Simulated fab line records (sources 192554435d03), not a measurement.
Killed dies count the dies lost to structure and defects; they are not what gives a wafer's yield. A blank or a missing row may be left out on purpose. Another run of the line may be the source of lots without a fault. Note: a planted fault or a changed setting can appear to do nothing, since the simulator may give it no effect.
3 desks looking at one fault + flow n5 finfet + what lay behind the numbers comes last; until then each desk has only its own

FOR THE TOOL OWNER'S DESK: rie diel-06
The tool's own readings at N5_FIN_SAQP_ETCH_51 (etches SiARC in CF4, target depth 45.5 nm, time 75.8 s): means of the sampled wafers that have a number, for each lot that ran on this tool. If a lot's mean is further than 4 standard deviations from the usual mean, the lot is out of limits and carries the mark OUT (the distance appears in the brackets).
Columns: A = cf4 flow sccm at N5_FIN_SAQP_ETCH_51, usual 100.0 sccm; B = drypump motor current A at N5_FIN_SAQP_ETCH_51, usual 5.5 A; C = etch rf on time s at N5_FIN_SAQP_ETCH_51, usual 74.8 s; D = oes product au at N5_FIN_SAQP_ETCH_51, usual 0.69 a.u.; E = rf vpp V at N5_FIN_SAQP_ETCH_51, usual 184.1 V; F = showerhead plenum p Torr at N5_FIN_SAQP_ETCH_51, usual 2.15 Torr; G = throttle valve pct at N5_FIN_SAQP_ETCH_51, usual 15.64 %
| lot  | first seen here | A     | B   | C               | D    | E     | F    | G     |
|------|-----------------|-------|-----|-----------------|------|-------|------|-------|
| L112 | day 3 22:03     | 100.2 | 5.3 | 77.3            | 0.61 | 184.3 | 2.15 | 15.83 |
| L113 | day 4 04:37     | 100.3 | 5.2 | 76.4            | 0.61 | 184.6 | 2.18 | 15.95 |
| L115 | day 4 19:20     | 99.9  | 5.3 | 77.0            | 0.60 | 184.0 | 2.15 | 15.84 |
| L118 | day 5 11:51     | 99.9  | 5.6 | 91.3 (+9.2) OUT | 0.58 | 184.0 | 2.15 | 15.65 |
| L119 | day 5 17:34     | 100.3 | 5.5 | 89.2 (+8.0) OUT | 0.72 | 185.0 | 2.23 | 15.26 |
| L121 | day 6 05:16     | 100.1 | 5.6 | 104.3 (+16) OUT | 0.56 | 184.3 | 2.15 | 15.65 |
Finding of this desk: L118, L119, L121 out of limits; the first was L118 at day 5 11:51, on etch rf on time s at N5_FIN_SAQP_ETCH_51. Within limits: L112, L113, L115.

THE DEFECT DESK
Inspection counts along the route, by lot: the mean over sampled wafers that carry a number. If a lot's mean is further than 4 standard deviations from the usual mean, the lot is out of limits and carries the mark OUT (the distance appears in the brackets).
Columns: A = raw defect count at N5_FIN_SAQP_INSPECT_18, usual 436
| lot  | first seen here | A   |
|------|-----------------|-----|
| L112 | day 3 21:59     | 400 |
| L113 | day 4 04:16     | 319 |
| L115 | day 4 19:16     | 621 |
| L116 | day 5 00:08     | 360 |
| L118 | day 5 11:47     | 368 |
| L119 | day 5 17:29     | 409 |
| L121 | day 6 05:12     | 390 |
| L125 | day 7 03:43     | 433 |
| L126 | day 7 10:15     | 562 |
| L127 | day 7 15:55     | 481 |
Finding of this desk: none of the 10 lots has anything out of limits.

METROLOGY DESK
Means of the sampled wafers that have a number, per lot and without regard to the tool the lot ran on: this is what the gauges read. If a lot's mean is further than 4 standard deviations from the usual mean, the lot is out of limits and carries the mark OUT (the distance appears in the brackets). It has 11 readings; the 7 that lie furthest out on some lot are the ones shown.
Columns: A = thk nm at N5_FIN_SAQP_THK_MEAS_05, usual 37.9 nm; B = DIBL_P at N5_BEOL_M4_RC_MEAS_101, usual 37.1 mV/V; C = IOFF_P at N5_BEOL_M4_RC_MEAS_101, usual 0.23 nA/um; D = ION_N at N5_BEOL_M4_RC_MEAS_101, usual 682 uA/um; E = ION_P at N5_BEOL_M4_RC_MEAS_101, usual 467 uA/um; F = SS_N at N5_BEOL_M4_RC_MEAS_101, usual 71.7 mV/dec; G = VT_P at N5_BEOL_M4_RC_MEAS_101, usual -249 mV
| lot  | first seen here | A    | B    | C    | D   | E   | F    | G    |
|------|-----------------|------|------|------|-----|-----|------|------|
| L112 | day 3 21:13     | 38.1 | 37.7 | 0.23 | 673 | 458 | 72.2 | -249 |
| L113 | day 4 03:29     | 37.6 | 37.9 | 0.25 | 690 | 475 | 71.8 | -248 |
| L115 | day 4 18:31     | 37.7 | 36.0 | 0.20 | 676 | 465 | 71.2 | -252 |
| L116 | day 4 23:23     | 37.8 | 37.4 | 0.21 | 693 | 464 | 71.7 | -252 |
| L118 | day 5 11:01     | 37.8 | 39.9 | 0.25 | 702 | 478 | 72.1 | -247 |
| L119 | day 5 16:43     | 37.3 | 38.1 | 0.22 | 680 | 465 | 72.0 | -250 |
| L121 | day 6 04:25     | 37.8 | 35.6 | 0.23 | 684 | 473 | 71.5 | -246 |
| L125 | day 7 03:05     | 38.0 | 40.1 | 0.30 | 692 | 477 | 72.3 | -242 |
| L126 | day 7 09:37     | 38.4 | 38.6 | 0.22 | 684 | 466 | 71.3 | -249 |
| L127 | day 7 15:10     | 37.9 | 37.3 | 0.23 | 683 | 468 | 71.9 | -249 |
Finding of this desk: none of the 10 lots has anything out of limits.

TAKEN TOGETHER
The tool owner's desk could have raised an alarm at day 5 11:51, on L118, L119, L121.
Nothing the defect desk looked at was out of limits.
Metrology desk: nothing out of limits seen.
The defect desk has L118, L119, L121 on record, within its limits.
The metrology desk has L118, L119, L121 on record, within its limits.
On rie diel-06, each named lot ran N5_FIN_SAQP_ETCH_51.

WHAT THE SIMULATOR HAD INSERTED
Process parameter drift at N5_FIN_SAQP_ETCH_51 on rie diel-06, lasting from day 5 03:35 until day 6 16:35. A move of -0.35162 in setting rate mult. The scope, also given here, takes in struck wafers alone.
Lots struck among those shown: L118, L119, L121.
Delay in hours, fault start to first out-of-limits reading, by desk: the tool owner's desk at 8.
